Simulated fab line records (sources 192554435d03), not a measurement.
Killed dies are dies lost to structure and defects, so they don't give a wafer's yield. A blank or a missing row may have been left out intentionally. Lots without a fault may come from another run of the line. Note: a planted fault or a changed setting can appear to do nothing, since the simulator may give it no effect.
Which tool did it? | flow n5 finfet | 14 lots, 38 wafers sampled, at 2 steps of a route of 1938

## WHAT THE GAUGES READ, wafer by wafer
N5_BEOL_M7_THK_MEAS_53: measures by xrf.
lot  | measured     | on            | M7_THK (nm)
L621 | day 9 17:46  | film metro-02 | 80.4 81.0 81.7
L623 | day 10 04:50 | film metro-01 | 76.9 77.5 75.8
L622 | day 10 07:06 | film metro-02 | 77.6 73.6 74.3
L624 | day 10 17:53 | film metro-02 | 80.2 78.2
L628 | day 10 20:26 | film metro-01 | 82.3 80.9 81.2
L627 | day 11 03:30 | film metro-01 | 80.0 77.7
L626 | day 11 12:47 | film metro-01 | 80.6 81.8
L630 | day 12 12:17 | film metro-01 | 78.9 83.5
L629 | day 12 12:59 | film metro-01 | 84.1 80.0 83.2
L633 | day 12 16:32 | film metro-02 | 82.4 75.7 78.8
L644 | day 15 02:28 | film metro-02 | 76.5 82.3 79.4
L643 | day 15 11:17 | film metro-01 | 79.0 84.0 78.9
L641 | day 15 11:34 | film metro-01 | 80.8 81.1 75.7
L642 | day 16 08:19 | film metro-01 | 81.9 77.6 83.0

## EACH LOT AND THE TOOL THAT RAN IT (in order: tool; ch and the chambers of the sampled wafers; start)
lot  | N5_BEOL_M7_ALD_77
L621 | ald metal-01 ch 0,1,3, day 9 15:40
L623 | ald metal-04 ch 1,3, day 10 01:37
L622 | ald metal-03 ch 2,3, day 10 05:14
L624 | ald metal-01 ch 1,2, day 10 16:32
L628 | ald metal-04 ch 0,1,3, day 10 18:26
L627 | ald metal-01 ch 0,1, day 11 00:46
L626 | ald metal-03 ch 1,2, day 11 11:05
L630 | ald metal-03 ch 0,2, day 12 10:45
L629 | ald metal-04 ch 0,1,2, day 12 11:12
L633 | ald metal-04 ch 1,2,3, day 12 15:08
L644 | ald metal-01 ch 0,1,2, day 15 00:57
L643 | ald metal-04 ch 1,3, day 15 08:43
L641 | ald metal-01 ch 0,2, day 15 08:50
L642 | ald metal-01 ch 1,3, day 16 06:01
- N5_BEOL_M7_ALD_77: deposits TaN, target thk 2 nm, pulse time 2 s, purge time 3 s.

## AS READ BY THE TOOLS THEMSELVES (means over the sampled wafers that have a number; for cases with no such wafer, the mark the record gives instead)
N5_BEOL_M7_ALD_77.
lot  | tool         | heater power w (W)
L621 | ald metal-01 | 420
L623 | ald metal-04 | 452
L622 | ald metal-03 | 444
L624 | ald metal-01 | 406
L628 | ald metal-04 | 483
L627 | ald metal-01 | 443
L626 | ald metal-03 | 483
L630 | ald metal-03 | 486
L629 | ald metal-04 | 465
L633 | ald metal-04 | 466
L644 | ald metal-01 | 417
L643 | ald metal-04 | 477
L641 | ald metal-01 | 428
L642 | ald metal-01 | 403

## THE ANSWER, worked out from the rows above alone
Rule: usual is defined by the lots themselves. Put in order of their means at a reading, lots are off if they are a third of the lots or fewer, leave a main group of 4 or more, and stand apart from it by a gap of 3 or more times the standard deviation of the main group's means; of several such gaps the widest counts. A main group whose means are all the same, to the digits that the tables above print for the reading, isn't used. A lot without any number at a reading at which 4 lots or more have one is off too. Where the step has rows for the other lots, those lots are counted as sound. First the gauges in route order, then the tools' own readings, where a lot's mean is used as printed above. The first step at which some lot is off is used, and at that step the reading that is off furthest; a lot without a number counts as furthest.
Across all readings shown, no lot is off: no conclusion can be drawn from this.

## WHAT THE SIMULATOR PUT IN
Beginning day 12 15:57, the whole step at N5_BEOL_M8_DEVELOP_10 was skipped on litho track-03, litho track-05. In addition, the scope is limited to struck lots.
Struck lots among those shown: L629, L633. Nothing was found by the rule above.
